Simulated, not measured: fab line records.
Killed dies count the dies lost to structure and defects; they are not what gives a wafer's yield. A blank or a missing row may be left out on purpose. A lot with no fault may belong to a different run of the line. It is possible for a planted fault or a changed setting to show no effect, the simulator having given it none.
Split-lot experiment + flow n5Finfet + 39 wafers read from 7 lots, route of 1938 steps

## ON THE SPLIT
At N5_BEOL_M3_ETCH_41 (etches SiCN in CH3F/O2, target depth 29.9 nm, time 52.5 s), the setting targetDepthA was moved away from the recipe's 299 angstrom on 18 of the 39 wafers read, by -59.3% to +56.6%. All remaining wafers had this setting at the recipe value.

The reading comes from the split's own step.

## THE READING
etch.depthNm (the simulator's own value, which no gauge read), in nm, at N5_BEOL_M3_ETCH_41 (etches SiCN in CH3F/O2, target depth 29.9 nm, time 52.5 s). The file gives no usual value for it. Average 19.788 nm, standard deviation 0.37 nm, over the 21 wafers here run with the recipe.

| wafer  | tool, chamber at the split | targetDepthA as run, angstrom | against the recipe | etch.depthNm, nm | against lot-mates on the recipe |
|--------|----------------------------|-------------------------------|--------------------|------------------|---------------------------------|
| L077.1 | rieDiel-06, 2              | 434.6                         | +45.4%             | 29.42            | +9.727                          |
| L077.2 | rieDiel-06, 1              | 299                           | recipe             | 19.25            | -                               |
| L077.3 | rieDiel-06, 3              | 434.6                         | +45.4%             | 29.22            | +9.527                          |
| L077.4 | rieDiel-06, 0              | 434.6                         | +45.4%             | 28.97            | +9.277                          |
| L077.5 | rieDiel-06, 0              | 299                           | recipe             | 19.95            | -                               |
| L077.6 | rieDiel-06, 3              | 299                           | recipe             | 19.88            | -                               |
| L078.1 | rieDiel-05, 0              | 299                           | recipe             | 19.95            | -                               |
| L078.2 | rieDiel-05, 3              | 347.6                         | +16.3%             | 23.26            | +3.477                          |
| L078.3 | rieDiel-05, 1              | 299                           | recipe             | 19.49            | -                               |
| L078.4 | rieDiel-05, 3              | 299                           | recipe             | 19.91            | -                               |
| L078.5 | rieDiel-05, 0              | 347.6                         | +16.3%             | 23.22            | +3.437                          |
| L078.6 | rieDiel-05, 1              | 347.6                         | +16.3%             | 22.64            | +2.857                          |
| L085.1 | rieDiel-06, 3              | 121.8                         | -59.3%             | 8.105            | -11.528                         |
| L085.2 | rieDiel-06, 2              | 121.8                         | -59.3%             | 8.187            | -11.446                         |
| L085.3 | rieDiel-06, 1              | 299                           | recipe             | 19.13            | -                               |
| L085.4 | rieDiel-06, 0              | 299                           | recipe             | 19.98            | -                               |
| L085.5 | rieDiel-06, 0              | 299                           | recipe             | 19.79            | -                               |
| L085.6 | rieDiel-06, 1              | 121.8                         | -59.3%             | 7.853            | -11.780                         |
| L092.1 | rieDiel-01, 1              | 468.2                         | +56.6%             | 32.61            | +12.437                         |
| L092.2 | rieDiel-01, 2              | 299                           | recipe             | 19.62            | -                               |
| L092.3 | rieDiel-01, 0              | 468.2                         | +56.6%             | 31.25            | +11.077                         |
| L092.4 | rieDiel-01, 1              | 299                           | recipe             | 20.95            | -                               |
| L092.5 | rieDiel-01, 2              | 468.2                         | +56.6%             | 30.6             | +10.427                         |
| L092.6 | rieDiel-01, 0              | 299                           | recipe             | 19.95            | -                               |
| L093.3 | rieDiel-01, 0,2            | 299                           | recipe             | 19.74            | -                               |
| L093.4 | rieDiel-01, 0,2            | 299                           | recipe             | 19.74            | -                               |
| L093.5 | rieDiel-01, 0              | 299                           | recipe             | 19.81            | -                               |
| L096.1 | rieDiel-05, 1              | 299                           | recipe             | 19.26            | -                               |
| L096.2 | rieDiel-05, 2              | 299                           | recipe             | 19.51            | -                               |
| L096.3 | rieDiel-05, 3              | 463.3                         | +54.9%             | 31.19            | +11.660                         |
| L096.4 | rieDiel-05, 0              | 463.3                         | +54.9%             | 30.73            | +11.200                         |
| L096.5 | rieDiel-05, 2              | 463.3                         | +54.9%             | 29.92            | +10.390                         |
| L096.6 | rieDiel-05, 3              | 299                           | recipe             | 19.82            | -                               |
| L086.1 | rieDiel-01, 3              | 299                           | recipe             | 20.19            | -                               |
| L086.2 | rieDiel-01, 0              | 299                           | recipe             | 19.8             | -                               |
| L086.3 | rieDiel-01, 2              | 413.2                         | +38.2%             | 26.81            | +6.873                          |
| L086.4 | rieDiel-01, 2              | 413.2                         | +38.2%             | 26.73            | +6.793                          |
| L086.5 | rieDiel-01, 0              | 299                           | recipe             | 19.82            | -                               |
| L086.6 | rieDiel-01, 3              | 413.2                         | +38.2%             | 28.06            | +8.123                          |
If several chambers appear in one row, that row covers several wafers at once and the file leaves open which wafer was in which chamber.

FIT RESULTS
A straight line over all 39 wafers: etch.depthNm changes by +0.201 nm for each +1% of targetDepthA; r = +1.00; the points scatter about the line by 0.47 nm.
The same after taking each lot's own level away (the mean of its wafers on the recipe; 39 wafers): +0.199 nm for each +1%; r = +1.00; scatter 0.46 nm.
That fit puts the effect of the largest move of targetDepthA on the reading at 12 nm.
Measured against the standard deviation above, the lots' own levels, which go from 19.5300 to 20.1733 nm, span 1.7 times it.
The two slopes are in agreement: the lot-to-lot level therefore moves the slope only a little.
Check: with one of the wafers moved furthest among these (-59.3%) left out of the fit, the line predicts -11.8 nm for it against its lot-mates. Against them it came out at -11.5 nm.

## THE OTHER SPLITS THESE WAFERS WENT THROUGH
Note: prior to the reading, these wafers also went through further splits. Each is held against what the fit with the lots' levels taken away leaves over:
| other split on the same wafers          | wafers away from the commonest value | r with etch.depthNm (lot level and that fit taken away) |
|-----------------------------------------|--------------------------------------|---------------------------------------------------------|
| N5_SD_EPI_N_DESCUM_14 timeS             | 15                                   | -0.05                                                   |
| N5_GATE_CUT_ALD_22 aldCycles            | 9                                    | -0.28                                                   |
| N5_BEOL_M0_TRENCH_ETCH_107 targetDepthA | 12                                   | +0.11                                                   |
| N5_BEOL_M2_ILD_DEP_00 timeS             | 12                                   | +0.00                                                   |

## FILE'S OWN FIT
etch.depthNm changes by +0.2 nm for each +1% of targetDepthA, r = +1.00.
